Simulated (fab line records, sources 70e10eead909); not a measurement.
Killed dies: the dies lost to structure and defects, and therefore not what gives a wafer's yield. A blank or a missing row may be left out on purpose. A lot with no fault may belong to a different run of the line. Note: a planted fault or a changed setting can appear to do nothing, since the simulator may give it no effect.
Code-filled problem report in 8D (eight disciplines) form / flow nand harc / the parts of the form that need people (team, actions taken, sign-off) are left out

1. WHAT IS WRONG
killed at periphery at NHARC_END_SORT_01 reads a mean of 47.3 on 6 wafers of 2 lots; wafers without a fault read 3.2 with a standard deviation of 2.3. Measured from the usual mean, that is +19 standard deviations.
First observed at day 23 01:42: wafer L879.1, on prober-01. Wafers with a number at this step in the record: 6, from 2 lots. By rule, "out" or "out of limits" means more than 4 standard deviations away from the usual mean. Any other wafer with a number is counted as sound.

2. WHAT IT IS AND WHAT IT IS NOT
question=which readings at this step; is=killed at periphery, sort_bin_3_pct; is not=killed at array, killed open
question=which lots; is=L879, L882; is not=-
question=which wafers of those lots; is=all that have a number; is not=-
question=read on which gauges; is=prober-01, prober-02; is not=-
question=when; is=from day 23 01:42; is not=up to then (0 sound wafers)

3. SUSPECTS, AND WHAT RULES EACH OUT
Counting: any tool at a process step up to the reading is kept as a suspect provided that every lot that is out went through it and no sound lot did after the first of them.
- the gauge at NHARC_END_SORT_01 is ruled out. Those wafers that are out were read across 2 gauges (prober-01, prober-02).
- pecvd-02 at NHARC_P_BONDPAD_DEP_00 (deposits SiCN, target thk 250 nm): kept. It ran every lot that is out, first L879 (day 9 21:36), and no sound lot after that.
- rtp anneal-02 at NHARC_A_BONDPAD_ANNEAL_28 (time 90 s): kept. It ran every lot that is out, first L879 (day 21 21:47), and no sound lot after that.
Remaining after the count are pecvd-02 at NHARC_P_BONDPAD_DEP_00 and rtp anneal-02 at NHARC_A_BONDPAD_ANNEAL_28.

4. THE CAUSE (what the simulator had put in)
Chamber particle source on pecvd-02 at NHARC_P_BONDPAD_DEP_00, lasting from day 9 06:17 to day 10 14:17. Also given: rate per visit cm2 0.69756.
Counting leaves 2 suspects; this tool is one of them.

5. SEQUENCE OF EFFECTS, ordered by route
Each row: a reading where the mean over the struck wafers with a number is more than 3 standard deviations away from the usual. Scope: only readings with a usual standard deviation given in the record; hours: median across lots of the time from each lot's start at the first step in this table that gives one to its start at this step; sigmas: change in usual standard deviations.
hours=0; step=NHARC_END_SORT_01; reading=defect limited yield; usual=95.2 %; on struck wafers=89.2; change=-6.0; sigmas=-3.2
hours=0; step=NHARC_END_SORT_01; reading=killed at periphery; usual=3.2; on struck wafers=47.3; change=+44.1; sigmas=+19
hours=0; step=NHARC_END_SORT_01; reading=killed dies; usual=33; on struck wafers=74; change=+40; sigmas=+3.1
hours=0; step=NHARC_END_SORT_01; reading=sort_bin_2_pct; usual=1.5 %; on struck wafers=4.4; change=+2.9; sigmas=+3.6
hours=0; step=NHARC_END_SORT_01; reading=sort_bin_3_pct; usual=0.27 %; on struck wafers=1.99; change=+1.72; sigmas=+7.8
hours=0; step=NHARC_END_SORT_01; reading=sort n pass; usual=644; on struck wafers=604; change=-40; sigmas=-3.1
hours=0; step=NHARC_END_SORT_01; reading=sort rim yield pct; usual=96.0 %; on struck wafers=83.5; change=-12.5; sigmas=-4.3
hours=0; step=NHARC_END_SORT_01; reading=sort yield pct; usual=95.2 %; on struck wafers=89.2; change=-6.0; sigmas=-3.2

6. HOW IT WOULD HAVE BEEN CAUGHT EARLIER
The first out-of-limits reading at a measuring or inspecting step in this record came at day 23 01:42, 331 hours after the fault's start at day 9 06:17.
Of the tool readings at NHARC_P_BONDPAD_DEP_00 for which the record gives a usual standard deviation, none was out on any struck wafer, so an alarm limit of 4 standard deviations on them would not have fired.
Each of the lots that are out, 2 in all, had begun NHARC_P_BONDPAD_DEP_00 on pecvd-02 no later than day 23 01:42. Holding the tool at that point would not have protected any of them.
